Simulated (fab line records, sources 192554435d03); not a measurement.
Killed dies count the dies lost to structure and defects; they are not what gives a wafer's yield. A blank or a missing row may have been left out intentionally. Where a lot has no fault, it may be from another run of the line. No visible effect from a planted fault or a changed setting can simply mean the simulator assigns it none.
Chamber matching    flow n5_finfet    N5_BEOL_M9_DEP_56 on pecvd-02: 3 sister chambers
The step deposits SiCN from 3MS/NH3, target thk 15 nm, time 26.5 s. 14 wafers are shown with their chamber, then 7 later ones without.

WAFERS WITH THEIR CHAMBER
wafer   chamber  showerhead_plenum_p_Torr (Torr)  throttle_valve_pct (%)
L077.2  2        3.662                            8.9
L077.4  0        3.658                            9.3
L077.5  1        3.651                            9.0
L082.1  0        3.663                            9.3
L082.3  2        3.659                            8.6
L082.5  2        3.663                            8.7
L089.3  2        3.666                            8.8
L089.4  0        3.670                            9.4
L089.6  1        3.647                            9.1
L094.1  1        3.650                            8.9
L094.4  1        3.643                            9.2
L094.5  2        3.663                            9.0
L091.3  1        3.646                            9.0
L091.5  0        3.666                            9.2

SIGNATURES, as means of the wafers listed above
reading                   chamber 0  chamber 1  chamber 2  scatter within a chamber
showerhead_plenum_p_Torr  3.66425    3.64740    3.66260    0.00361
throttle_valve_pct        9.300      9.040      8.800      0.125
Rule: a wafer's distance from a chamber is the root of the sum, over the readings, of the square of ((its reading less the chamber's mean) divided by the reading's scatter). The wafer belongs to the nearest chamber; if the next one is less than 2 further off, it can't be placed. The scatter: the root of (the sum of the squares of (reading less its chamber's mean) over the shown wafers, divided by (wafers less chambers)).

WAFERS WITH NO CHAMBER GIVEN
wafer   showerhead_plenum_p_Torr (Torr)  throttle_valve_pct (%)
L091.6  3.660                            8.7
L090.2  3.662                            9.4
L090.4  3.664                            8.8
L090.5  3.666                            9.5
L092.1  3.659                            8.9
L092.3  3.650                            9.0
L092.5  3.667                            8.8

THE CHAMBER EACH PASSED THROUGH
wafer   from the rows above  in truth
L091.6  2                    2
L090.2  0                    0
L090.4  2                    2
L090.5  0                    0
L092.1  2                    2
L092.3  1                    1
L092.5  2                    2
Placed correctly: 7 of 7. From these rows, 0 cannot be placed. Placed wrongly: 0.
